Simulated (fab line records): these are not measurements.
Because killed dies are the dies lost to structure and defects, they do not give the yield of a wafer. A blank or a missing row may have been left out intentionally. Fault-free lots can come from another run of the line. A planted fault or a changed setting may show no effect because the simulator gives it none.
Which of the tools did it?    flow nand-harc    18 wafers from 6 lots sampled at 4 of the route's 1302 steps

WHAT THE GAUGES SHOWED, per wafer
NHARC_P_GATE_CD_MEAS_46 targets a cd of 720 nm.
lot   measured      on         cd-nm (nm)
L539  day 6 17:38   cd-sem-02  721.6 722.6 721.4
L540  day 7 10:05   cd-sem-01  720.3 719.5 719.6
L544  day 8 21:08   cd-sem-03  720.0 720.1 724.0
L549  day 10 18:08  cd-sem-03  719.1 721.4 718.1
L556  day 13 21:05  cd-sem-01  720.8 719.8 719.5
L559  day 14 23:10  cd-sem-03  721.9 721.6 722.0

WHAT TOOL EACH LOT RAN ON (gives the tool, then ch and the chambers of the sampled wafers, and finally the start)
lot   NHARC_P_GATE_HM_DEP_102        NHARC_P_GATE_ALD_36                NHARC_P_GATE_EXPOSE_43
L539  acl-dep-01 ch 0, day 6 04:40   ald-sin-01 ch 0,3, day 6 08:10     krf-scanner-03 ch 0, day 6 17:29
L540  acl-dep-03 ch 0, day 6 20:44   ald-sin-02 ch 1,3, day 7 00:41     krf-scanner-03 ch 0, day 7 09:56
L544  acl-dep-02 ch 0, day 8 08:01   ald-sin-01 ch 0,3, day 8 10:28     krf-scanner-01 ch 0, day 8 20:59
L549  acl-dep-01 ch 0, day 10 05:04  ald-sin-02 ch 1,2,3, day 10 10:47  krf-scanner-04 ch 0, day 10 17:59
L556  acl-dep-01 ch 0, day 13 05:53  ald-sin-01 ch 0,1,2, day 13 08:32  krf-scanner-04 ch 0, day 13 20:56
L559  acl-dep-01 ch 0, day 14 09:29  ald-sin-01 ch 0,2,3, day 14 13:48  krf-scanner-01 ch 0, day 14 23:01
- NHARC_P_GATE_HM_DEP_102: deposits aC, target thk 120 nm.
- NHARC_P_GATE_ALD_36: deposits SiNx, target thk 20 nm, pulse time 60 s, ald cycles 223.
- NHARC_P_GATE_EXPOSE_43: exposes mask P NSD, target cd 720 nm.

THE ANSWER, worked out from the rows above alone
Rule: what is usual is taken from the lots themselves. Put in order of their means at a reading, lots are off if they are a third of the lots or fewer, leave a main group of 4 or more, and stand apart from it by a gap of 3 or more times the standard deviation of the main group's means; of several such gaps the widest counts. The tables above print the reading to a certain number of digits; a main group whose means all agree to those digits is not used. A lot without any number at a reading at which 4 lots or more have one is off too. Where the step has rows for the other lots, those lots are counted as sound.
No lot is off on any of the readings shown, so nothing can be concluded from this.

WHAT THE SIMULATOR PUT IN
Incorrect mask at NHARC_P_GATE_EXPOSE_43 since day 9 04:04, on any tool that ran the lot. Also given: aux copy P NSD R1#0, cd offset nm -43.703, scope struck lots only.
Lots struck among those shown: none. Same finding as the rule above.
